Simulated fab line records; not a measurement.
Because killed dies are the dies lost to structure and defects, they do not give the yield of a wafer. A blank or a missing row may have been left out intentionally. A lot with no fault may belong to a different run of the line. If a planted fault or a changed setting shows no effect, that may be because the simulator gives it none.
fab line records | flow n5Finfet
record: lots: 5 | wafers: 14 | lastDay: 18
route steps=1938 shown HKMG_FIN@462 GATE_CUT@465 PASSIVATION@1936
lots that met no fault: from a run of the same line without faults
startH: start of the lot's first displayed wafer, in hours after the record's first day | waitH: hours from the lot's prior step to this one | " repeats the value in the row above | L1.1+2: a row that stands for several wafers | - no value, or no start given | * or withheld: withheld | < > ~ a bound
route shown NAME@n: NAME is a module with steps in the file, n the number in the route of the first one | usual: mean/standard deviation taken from wafers without a fault | same: alike in all rows | chamber/n: place in a boat | sites: each site's reading | _std_site: standard deviation across them | _edge_site: mean of outer sites minus mean of inner sites | radiusMm: how far each site lies from the wafer's centre | mask NAME#n: copy n | behind: the tool/chamber that last shaped the wafer | hold: why the lot was held/for how many hours/how that ended | device: names the non-switching transistor (n, p or np) | end of line: the same wafers' tests at the end of the route | a step with no rows: only its recipe | killed: not the wafer's yield, but the dies lost to structure and defects at the first sort | map: dies across one wafer; x = killed, . = not, _ = none there
set.NAME: the run value of the setting; set.NAME@STEP: its run value at that earlier step | model.NAME: the simulator's own value behind a step, which no gauge read
lots seen at some steps along the route; tables by step, rows by wafer
services: from which hour (startH, from the record's first day; less than 0 if before it) a tool's chamber was out of use, for how many hours, and why
== steps ==
step: N5_HKMG_FIN_CMP_94
recipe: stopOn: SiNx | postCmpClean: wDiluteNh4oh | tOverpolishS: 4.7 | downForcePsi: 4 | platenRpm: 50.289 | padVelocityMS: 1.0006 | targetThkNm: 43.299
usual: motorCurrentA: 12.3/1.8 | platenRpm: 50.29/0.032
lot.wafer | tool   | chamber | startH | waitH | motorCurrentA | platenRpm
L868.3    | cmp-01 | 2       | 96.25  | 0.3   | 10.4          | 50.30
L868.2    | "      | 0       | "      | "     | 11.6          | 50.31
L868.6    | "      | 1       | "      | "     | 11.9          | 50.26
L872.1    | cmp-02 | 3       | 117.29 | 0.3   | 13.7          | 50.32
L872.6    | "      | 2       | "      | "     | 16.5          | 50.34
L872.5    | "      | 3       | "      | "     | 14.6          | 50.32
L883.1    | cmp-02 | 0       | 181.13 | 0.3   | 11.7          | 50.30
L883.4    | "      | 2       | "      | "     | 15.2          | 50.31
L886.4    | cmp-01 | 3       | 200.81 | 0.3   | 13.3          | 50.30
L886.3    | "      | 0       | "      | "     | 12.1          | 50.27
L886.6    | "      | 2       | "      | "     | 10.5          | 50.31
L887.1    | cmp-04 | 3       | 204.71 | 0.4   | 12.1          | 50.33
L887.4    | "      | 2       | "      | "     | 10.6          | 50.32
L887.5    | "      | 0       | "      | "     | 10.6          | 50.30
step: N5_HKMG_FIN_INSPECT_28
recipe: inspectInstrument: darkfield | mode: postCmp
usual: rawDefectCount: 44/17
lot.wafer | tool             | chamber | startH | waitH | rawDefectCount
L868.2    | defectInspect-01 | -       | 96.45  | 0.0   | 19
L868.3    | "                | -       | "      | "     | 18
L868.6    | "                | -       | "      | "     | 36
L872.1    | defectInspect-02 | -       | 117.49 | 0.0   | 35
L872.5    | "                | -       | "      | "     | 73
L872.6    | "                | -       | "      | "     | 51
L883.1    | defectInspect-02 | -       | 181.33 | 0.0   | 63
L883.4    | "                | -       | "      | "     | 48
L886.3    | defectInspect-01 | -       | 201.01 | 0.0   | 51
L886.4    | "                | -       | "      | "     | 84
L886.6    | "                | -       | "      | "     | 54
L887.1    | defectInspect-01 | -       | 204.94 | 0.0   | 35
L887.4    | "                | -       | "      | "     | 46
L887.5    | "                | -       | "      | "     | 50
step: N5_GATE_CUT_ETCHBACK_00
recipe: chemistry: SF6/Cl2 | target: W | pressureMtorr: 8 | icpW: 900 | biasW: 80 | SF6_flow_sccm: 40 | Cl2_flow_sccm: 60
usual: drypumpMotorCurrentA: 5.87/0.25 | oesProductAu: 0.84/0.094 | throttleValvePct: 27.48/0.11
lot.wafer | tool        | chamber | startH | waitH | drypumpMotorCurrentA | oesProductAu | rfHoursCounterH | throttleValvePct
L868.2    | rieMetal-01 | 0       | 96.48  | 0.0   | 6.31                 | 0.69         | 79              | 27.46
L868.3    | "           | 0       | "      | "     | 6.28                 | 0.69         | -               | 27.45
L868.6    | "           | 0       | "      | "     | 6.32                 | 0.69         | -               | 27.45
L872.1    | rieMetal-02 | 0       | 117.53 | 0.0   | 5.98                 | 0.92         | 7               | 27.52
L872.5    | "           | 1       | "      | "     | 5.51                 | 0.87         | -               | 27.42
L872.6    | "           | 0       | "      | "     | 5.98                 | 0.92         | -               | 27.52
L883.1    | rieMetal-03 | 0       | 181.36 | 0.0   | 6.07                 | 0.86         | 12              | 27.71
L883.4    | "           | 1       | "      | "     | 5.81                 | 0.88         | -               | 27.30
L886.3    | rieMetal-02 | 0       | 201.09 | 0.1   | 6.01                 | 0.87         | -               | 27.54
L886.4    | "           | 1       | "      | "     | 5.52                 | 0.83         | -               | 27.42
L886.6    | "           | 0       | "      | "     | 6.00                 | 0.88         | -               | 27.53
L887.1    | rieMetal-01 | 0       | 204.98 | 0.0   | 6.29                 | 0.67         | 88              | 27.46
L887.4    | "           | 0       | "      | "     | 6.30                 | 0.67         | -               | 27.48
L887.5    | "           | 0       | "      | "     | 6.27                 | 0.67         | -               | 27.47
step: N5_GATE_CUT_ETCH_56
recipe: chemistry: Cl2/Ar | target: TiN | targetDepthA: 216 | pressureMtorr: 10 | icpW: 600 | biasW: 60 | Cl2_flow_sccm: 40 | Ar_flow_sccm: 60
step: N5_GATE_CUT_ETCHBACK_30
recipe: chemistry: Cl2/Ar | target: TiN | targetDepthA: 30 | mode: isotropic | pressureMtorr: 10 | icpW: 600 | biasW: 60 | Cl2_flow_sccm: 40 | Ar_flow_sccm: 60
usual: drypumpMotorCurrentA: 5.87/0.24 | oesProductAu: 0.84/0.091 | throttleValvePct: 20.80/0.13
lot.wafer | tool        | chamber | startH | waitH | drypumpMotorCurrentA | oesProductAu | rfHoursCounterH | throttleValvePct
L868.2    | rieMetal-01 | 0       | 96.69  | 0.1   | 6.27                 | 0.69         | 79              | 20.80
L868.3    | "           | 0       | "      | "     | 6.29                 | 0.69         | -               | 20.78
L868.6    | "           | 0       | "      | "     | 6.29                 | 0.69         | -               | 20.80
L872.1    | rieMetal-02 | 0       | 117.74 | 0.1   | 6.00                 | 0.91         | 7               | 20.83
L872.5    | "           | 1       | "      | "     | 5.49                 | 0.87         | -               | 20.76
L872.6    | "           | 0       | "      | "     | 6.01                 | 0.92         | -               | 20.84
L883.1    | rieMetal-03 | 0       | 181.57 | 0.1   | 6.08                 | 0.86         | 12              | 21.03
L883.4    | "           | 1       | "      | "     | 5.82                 | 0.88         | -               | 20.59
L886.3    | rieMetal-02 | 0       | 201.27 | 0.0   | 5.98                 | 0.88         | -               | 20.85
L886.4    | "           | 1       | "      | "     | 5.51                 | 0.83         | -               | 20.79
L886.6    | "           | 0       | "      | "     | 5.99                 | 0.87         | -               | 20.85
L887.1    | rieMetal-01 | 0       | 205.19 | 0.1   | 6.27                 | 0.68         | 88              | 20.82
L887.4    | "           | 0       | "      | "     | 6.30                 | 0.68         | -               | 20.81
L887.5    | "           | 0       | "      | "     | 6.29                 | 0.68         | -               | 20.81
step: N5_GATE_CUT_VAPOR_ETCH_60
recipe: chemistry: BCl3/Cl2 | target: HfO2 | mode: isotropic
usual: drypumpMotorCurrentA: 5.87/0.24 | oesProductAu: 0.84/0.096
lot.wafer | tool        | chamber | startH | waitH | drypumpMotorCurrentA | oesProductAu
L868.2    | rieMetal-01 | 0       | 96.72  | 0.0   | 6.26                 | 0.69
L868.3    | "           | 0       | "      | "     | 6.26                 | 0.68
L868.6    | "           | 0       | "      | "     | 6.28                 | 0.68
L872.1    | rieMetal-02 | 0       | 117.77 | 0.0   | 5.97                 | 0.93
L872.5    | "           | 1       | "      | "     | 5.54                 | 0.86
L872.6    | "           | 0       | "      | "     | 5.99                 | 0.93
L883.1    | rieMetal-03 | 0       | 181.60 | 0.0   | 6.07                 | 0.86
L883.4    | "           | 1       | "      | "     | 5.83                 | 0.87
L886.3    | rieMetal-02 | 0       | 201.30 | 0.0   | 5.99                 | 0.89
L886.4    | "           | 1       | "      | "     | 5.50                 | 0.83
L886.6    | "           | 0       | "      | "     | 6.00                 | 0.89
L887.1    | rieMetal-01 | 0       | 205.22 | 0.0   | 6.29                 | 0.67
L887.4    | "           | 0       | "      | "     | 6.30                 | 0.67
L887.5    | "           | 0       | "      | "     | 6.27                 | 0.67
step: N5_GATE_CUT_ETCH_58
recipe: chemistry: CH3F/O2 | target: SiNx | targetDepthA: 170 | timeS: 128.6 | ionEnergyEv: 50 | pressureMtorr: 30 | sourceW: 415 | biasW: 21 | Ar_flow_sccm: 150 | CH3F_flow_sccm: 30 | O2_flow_sccm: 20
step: N5_GATE_CUT_STRIP_59
recipe: chemistry: N2/H2 | timeS: 20 | powerW: 100 | tempC: 40 | pressureMtorr: 100 | rfFrequencyHz: 6e+07 | biasPowerW: 3 | n2FlowSccm: 300 | h2FlowSccm: 300
usual: drypumpMotorCurrentA: 5.5/0.36 | h2FlowSccm: 300.1/0.83 | oesProductAu: 0.77/0.086 | rfVppV: 45.3/0.79 | showerheadPlenumPTorr: 3.35/0.091 | throttleValvePct: 12.28/0.28
lot.wafer | tool       | chamber | startH | waitH | drypumpMotorCurrentA | h2FlowSccm | oesProductAu | rfHoursCounterH | rfVppV | showerheadPlenumPTorr | throttleValvePct
L868.2    | rieDiel-04 | 3       | 96.88  | 0.1   | 5.6                  | 299.5      | 0.94         | 21              | 45.6   | 3.31                  | 11.68
L868.3    | "          | 2       | "      | "     | 5.9                  | 299.4      | 0.69         | 220             | 44.8   | 3.21                  | 12.69
L868.6    | "          | 2       | "      | "     | 5.8                  | 298.9      | 0.69         | -               | 43.4   | 3.21                  | 12.68
L872.1    | rieDiel-04 | 3       | 117.96 | 0.1   | 5.6                  | 301.6      | 0.93         | 28              | 45.5   | 3.31                  | 11.69
L872.5    | "          | 2       | "      | "     | 5.9                  | 300.0      | 0.69         | -               | 46.6   | 3.21                  | 12.68
L872.6    | "          | 0       | "      | "     | 5.2                  | 299.5      | 0.66         | -               | 45.8   | 3.32                  | 12.75
L883.1    | rieDiel-04 | 1       | 181.76 | 0.1   | 5.2                  | 300.9      | 0.75         | 138             | 44.9   | 3.38                  | 12.00
L883.4    | "          | 1       | "      | "     | 5.2                  | 301.8      | 0.76         | -               | 45.9   | 3.38                  | 12.01
L886.3    | rieDiel-02 | 1       | 201.44 | 0.1   | 5.8                  | 300.2      | 0.70         | 239             | 44.5   | 3.47                  | 12.36
L886.4    | "          | 0       | "      | "     | 5.4                  | 299.3      | 0.78         | 109             | 44.6   | 3.26                  | 12.21
L886.6    | "          | 2       | "      | "     | 6.1                  | 299.2      | 0.73         | -               | 45.5   | 3.37                  | 12.32
L887.1    | rieDiel-02 | 3       | 205.37 | 0.1   | 5.2                  | 298.4      | 0.71         | 214             | 44.8   | 3.34                  | 12.23
L887.4    | "          | 2       | "      | "     | 6.1                  | 300.5      | 0.73         | 170             | 44.4   | 3.37                  | 12.33
L887.5    | "          | 1       | "      | "     | 5.8                  | 301.3      | 0.71         | -               | 45.4   | 3.47                  | 12.38
step: N5_GATE_CUT_PRECLEAN_31
recipe: tempC: 23 | chemistry: DIW | timeS: 300
step: N5_GATE_CUT_SRD_32
recipe: timeS: 30 | tempC: 23 | rinseLiquid: diw | dry: ipaMarangoni
step: N5_GATE_CUT_SAC_CAP_01
recipe: material: SiNx | targetThkA: 240 | tempC: 400 | aldPrecursorFamily: SiH2I2 | aldCoReactant: N2/H2-plasma | pulseTimeS: 1 | aldCycles: 480 | purgeTimeS: 2 | coReactantPurgeTimeS: 2 | pressureTorr: 2
step: N5_GATE_CUT_PECVD_57
recipe: material: SiNx | targetThkA: 210 | tempC: 400 | precursor: SiH4/NH3/N2 | pressureTorr: 1.5 | rfW: 300
usual: heaterPowerOuterW: 444/48 | heaterPowerW: 751/85 | showerheadPlenumPTorr: 5.13/0.03 | throttleValvePct: 40.0/1.4
lot.wafer | tool     | chamber | startH | waitH | heaterPowerOuterW | heaterPowerW | showerheadPlenumPTorr | throttleValvePct | model.SiNx_of_GATE_CUT_PECVD_57.thkNm
L868.2    | pecvd-03 | 2       | 99.29  | 1.1   | 443               | 794          | 5.17                  | 39.9             | 21.2
L868.3    | "        | 0       | "      | "     | 503               | 856          | 5.17                  | 38.5             | 21
L868.6    | "        | 1       | "      | "     | 414               | 698          | 5.10                  | 41.5             | 21.2
L872.1    | pecvd-02 | 2       | 120.67 | 1.1   | 374               | 676          | 5.10                  | 37.3             | 20.6
L872.5    | "        | 0       | "      | "     | 476               | 826          | 5.18                  | 41.9             | 21
L872.6    | "        | 2       | "      | "     | 374               | 674          | 5.08                  | 37.1             | 21.2
L883.1    | pecvd-04 | 0       | 184.30 | 1.1   | 450               | 740          | 5.13                  | 40.6             | 27.8
L883.4    | "        | 0       | "      | "     | 456               | 725          | 5.12                  | 40.6             | 21.4
L886.3    | pecvd-03 | 1       | 203.86 | 1.1   | 395               | 653          | 5.11                  | 41.3             | 20.8
L886.4    | "        | 2       | "      | "     | 468               | 845          | 5.16                  | 40.2             | 21
L886.6    | "        | 1       | "      | "     | 386               | 639          | 5.11                  | 41.5             | 21.2
L887.1    | pecvd-03 | 0       | 207.78 | 1.1   | 428               | 766          | 5.17                  | 38.7             | 21
L887.4    | "        | 1       | "      | "     | 410               | 661          | 5.11                  | 41.4             | 21
L887.5    | "        | 0       | "      | "     | 433               | 759          | 5.17                  | 39.1             | 21.2
step: N5_GATE_CUT_CMP_02
recipe: stopOn: SiO2 | tOverpolishS: 12.7 | postCmpClean: alkalineBrush | downForcePsi: 2.5 | platenRpm: 51.8 | padVelocityMS: 1.0307 | targetThkNm: 0
usual: motorCurrentA: 8.8/1.1 | platenRpm: 51.79/0.035 | timeToEndpointS: 23.8/2.2
lot.wafer | tool   | chamber | startH | waitH | motorCurrentA | platenRpm | timeToEndpointS
L868.3    | cmp-04 | 1       | 99.36  | 0.1   | 11.4          | 51.82     | 24.9
L868.2    | "      | 2       | "      | "     | 8.1           | 51.77     | 22.9
L868.6    | "      | 1       | "      | "     | 12.0          | 51.79     | 25.9
L872.1    | cmp-01 | 3       | 120.79 | 0.1   | 10.2          | 51.75     | 26.1
L872.6    | "      | 2       | "      | "     | 7.7           | 51.78     | 28.8
L872.5    | "      | 3       | "      | "     | 9.7           | 51.79     | 25.3
L883.1    | cmp-01 | 2       | 184.47 | 0.1   | 8.1           | 51.83     | 34.0
L883.4    | "      | 3       | "      | "     | 9.5           | 51.77     | 22.5
L886.3    | cmp-01 | 0       | 203.97 | 0.1   | 8.6           | 51.77     | 26.7
L886.4    | "      | 1       | "      | "     | 8.9           | 51.82     | 23.6
L886.6    | "      | 0       | "      | "     | 9.0           | 51.79     | 27.3
L887.1    | cmp-03 | 1       | 207.93 | 0.1   | 7.8           | 51.85     | 23.6
L887.4    | "      | 2       | "      | "     | 8.5           | 51.81     | 22.3
L887.5    | "      | 0       | "      | "     | 8.0           | 51.79     | 23.7
step: N5_PASSIVATION_PROBE_49
usual: killed_at_M0_to_M3: 34/9.9 | killed_at_M4_up: 14/5.7 | killedAtContacts: 13/6.3 | killedAtFrontEnd: 39/9.9 | killedAtOther: 3.7/2.8 | killedDies: 104/15 | killedOnRim: 14/3.8 | killedOpen: 68/12 | killedShort: 34/6.7
same: grossDies: 1180 | killedAtBackSide: 0
lot.wafer | tool      | chamber | startH | waitH | killed_at_M0_to_M3 | killed_at_M4_up | killedAtContacts | killedAtFrontEnd | killedAtOther | killedDies | killedOnRim | killedOpen | killedShort
L872.1    | prober-01 | -       | 318.23 | 0.0   | 30                 | 28              | 4                | 49               | 2             | 113        | 16          | 70         | 41
L872.5    | prober-01 | -       | 318.43 | 0.2   | 33                 | 14              | 11               | 28               | 1             | 87         | 13          | 57         | 30
L872.6    | prober-01 | -       | 318.48 | 0.3   | 30                 | 34              | 7                | 24               | 3             | 98         | 10          | 59         | 36
L883.1    | prober-01 | -       | 416.69 | 0.0   | 39                 | 9               | 18               | 41               | 2             | 109        | 15          | 64         | 44
L883.4    | prober-01 | -       | 416.84 | 0.2   | 19                 | 19              | 14               | 37               | 6             | 95         | 11          | 60         | 31
L886.3    | prober-01 | -       | 418.99 | 0.1   | 46                 | 14              | 9                | 33               | 6             | 108        | 16          | 60         | 46
L886.4    | prober-01 | -       | 419.04 | 0.2   | 35                 | 12              | 14               | 32               | 1             | 94         | 11          | 65         | 27
L886.6    | prober-01 | -       | 419.14 | 0.3   | 27                 | 20              | 10               | 32               | 7             | 96         | 13          | 62         | 32
L887.1    | prober-01 | -       | 422.97 | 0.1   | 35                 | 15              | 22               | 30               | 2             | 104        | 13          | 72         | 29
L887.4    | prober-01 | -       | 423.12 | 0.2   | 28                 | 20              | 9                | 30               | 5             | 92         | 15          | 69         | 21
L887.5    | prober-01 | -       | 423.17 | 0.3   | 38                 | 18              | 13               | 46               | 3             | 118        | 15          | 83         | 34
killed by level:class
L872.1 BEOL_M4:geometricParticle:open=13 FIN_SAQP:geometricParticle:open=11 FIN_SAQP:geometricParticle:short=8 DUMMY_GATE:geometricParticle:open=8 BEOL_M2:geometricParticle:open=6 STI_FIN_REVEAL:geometricParticle:open=5 GATE_CUT:geometricParticle:short=5 BEOL_M1:geometricParticle:open=5
L872.5 BEOL_M1:geometricParticle:open=10 BEOL_M2:geometricParticle:open=10 MOL_CONTACT_COAG:geometricParticle:open=8 FIN_SAQP:geometricParticle:open=6 STI_FIN_REVEAL:geometricParticle:open=6 BEOL_M0_SAQP:geometricParticle:short=4 FIN_SAQP:geometricParticle:short=3 SPACER0:geometricParticle:short=3
L872.6 BEOL_M4:geometricParticle:open=22 BEOL_M1:geometricParticle:open=7 BEOL_M0_SAQP:geometricParticle:short=5 BEOL_M1:geometricParticle:short=5 BEOL_M2:geometricParticle:open=5 BEOL_M4:geometricParticle:short=5 BEOL_M0_SAQP:geometricParticle:open=4 MOL_CONTACT_COAG:geometricParticle:open=4
L883.1 FIN_SAQP:geometricParticle:short=13 MOL_CONTACT_COAG:geometricParticle:open=13 BEOL_M0_SAQP:geometricParticle:short=11 FIN_SAQP:geometricParticle:open=9 BEOL_M0_SAQP:geometricParticle:open=9 BEOL_M2:geometricParticle:open=6 MOL_CONTACT_COAG:geometricParticle:short=4 BEOL_M3:geometricParticle:open=4
L883.4 MOL_CONTACT_COAG:geometricParticle:open=12 FIN_SAQP:geometricParticle:short=8 BEOL_M4:geometricParticle:open=8 FIN_SAQP:geometricParticle:open=7 STI_FIN_REVEAL:geometricParticle:open=7 BEOL_M3:geometricParticle:open=6 STARTING-WAFER:geometricParticle:short=5 BEOL_M1:geometricParticle:open=4
L886.3 BEOL_M0_SAQP:geometricParticle:short=23 BEOL_M0_SAQP:geometricParticle:open=10 MOL_CONTACT_COAG:geometricParticle:open=9 FIN_SAQP:geometricParticle:short=8 FIN_SAQP:geometricParticle:open=7 STI_FIN_REVEAL:geometricParticle:open=5 BEOL_M2:geometricParticle:open=4 BEOL_M1:geometricParticle:open=3
L886.4 MOL_CONTACT_COAG:geometricParticle:open=12 STI_FIN_REVEAL:geometricParticle:open=8 BEOL_M0_SAQP:geometricParticle:open=8 BEOL_M1:geometricParticle:open=7 BEOL_M4:geometricParticle:open=7 FIN_SAQP:geometricParticle:open=6 BEOL_M0_SAQP:geometricParticle:short=6 FIN_SAQP:geometricParticle:short=5
L886.6 BEOL_M4:geometricParticle:open=11 BEOL_M2:geometricParticle:open=10 FIN_SAQP:geometricParticle:short=8 MOL_CONTACT_COAG:geometricParticle:open=8 BEOL_M0_SAQP:geometricParticle:short=7 STARTING-WAFER:geometricParticle:open=5 STI_FIN_REVEAL:geometricParticle:open=4 BEOL_M0_SAQP:geometricParticle:open=4
L887.1 MOL_CONTACT_COAG:geometricParticle:open=16 BEOL_M3:geometricParticle:open=12 FIN_SAQP:geometricParticle:open=6 STI_FIN_REVEAL:geometricParticle:open=6 MOL_CONTACT_COAG:geometricParticle:short=6 BEOL_M0_SAQP:geometricParticle:short=6 BEOL_M4:geometricParticle:open=6 BEOL_M1:geometricParticle:open=5
L887.4 STI_FIN_REVEAL:geometricParticle:open=9 FIN_SAQP:geometricParticle:open=8 MOL_CONTACT_COAG:geometricParticle:open=8 BEOL_M1:geometricParticle:open=7 BEOL_M3:geometricParticle:open=7 BEOL_M6:geometricParticle:open=5 BEOL_M4:geometricParticle:short=5 BEOL_M4:geometricParticle:open=5
L887.5 FIN_SAQP:geometricParticle:open=13 BEOL_M3:geometricParticle:open=13 STI_FIN_REVEAL:geometricParticle:open=11 BEOL_M4:geometricParticle:open=10 FIN_SAQP:geometricParticle:short=8 MOL_CONTACT_COAG:geometricParticle:short=7 BEOL_M1:geometricParticle:open=7 MOL_CONTACT_COAG:geometricParticle:open=6
== services ==
tool        | chamber | startH | hours | kind
cmp-04      | -       | 77.49  | 3.8   | repair
rieDiel-04  | -       | 77.71  | 4.0   | pm
cmp-03      | -       | 80.07  | 1.2   | repair
rieDiel-04  | -       | 85.65  | 11.0  | repair
pecvd-03    | 2       | 88.81  | 5.5   | scheduledDown
rieMetal-01 | 0       | 103.44 | 5.2   | repair
rieDiel-04  | 1       | 109.40 | 44.5  | repair
rieDiel-04  | 2       | 110.11 | 3.2   | repair
cmp-03      | -       | 110.88 | 4.0   | pm
cmp-02      | -       | 112.49 | 0.4   | repair
rieDiel-04  | 0       | 133.33 | 1.2   | repair
rieMetal-03 | 0       | 140.63 | 1.0   | repair
rieDiel-02  | 0       | 140.91 | 14.8  | repair
rieDiel-02  | -       | 146.49 | 4.3   | repair
pecvd-02    | 1       | 146.80 | 5.9   | repair
pecvd-03    | 0       | 152.33 | 2.1   | scheduledDown
rieDiel-04  | 0       | 153.88 | -     | clean
cmp-01      | -       | 161.30 | 4.5   | pm
rieMetal-03 | 0       | 163.16 | 7.5   | repair
cmp-02      | -       | 165.17 | 4.0   | pm
rieMetal-01 | -       | 177.88 | 1.4   | pm
rieDiel-02  | 0       | 191.13 | 3.1   | repair
rieDiel-02  | 2       | 193.27 | 4.3   | repair
cmp-03      | -       | 202.42 | 2.5   | repair
== key ==
firstSign: step: N5_GATE_CUT_CMP_02 | reading: timeToEndpointS | direction: up | sigmas: 4.6 | usual: * | struck: *
effect none on later readings
modelEffect: step: N5_GATE_CUT_PECVD_57 | value: SiNx_of_GATE_CUT_PECVD_57.thkNm | without: 21.4 | struck: 27.8
metAt N5_GATE_CUT_PECVD_57
struckWafers L883.1
testerLeftOut L883
fault: kind: processParameterDrift | tool: pecvd-04 | chamber: - | onsetH: 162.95 | steps: N5_GATE_CUT_PECVD_57 | channel: targetThkA | offset: * | shape: step | endH: 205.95 | scope: struckWafersOnly | actsIn: * | stated: *
testerLeftOut: of these lots the tester's yield and bins aren't shown, on N5 and GAA mostly nor the transistor test; their killed dies are dies lost to structure and defects alone, not to doping, threshold or leakage, so they don't give the yield
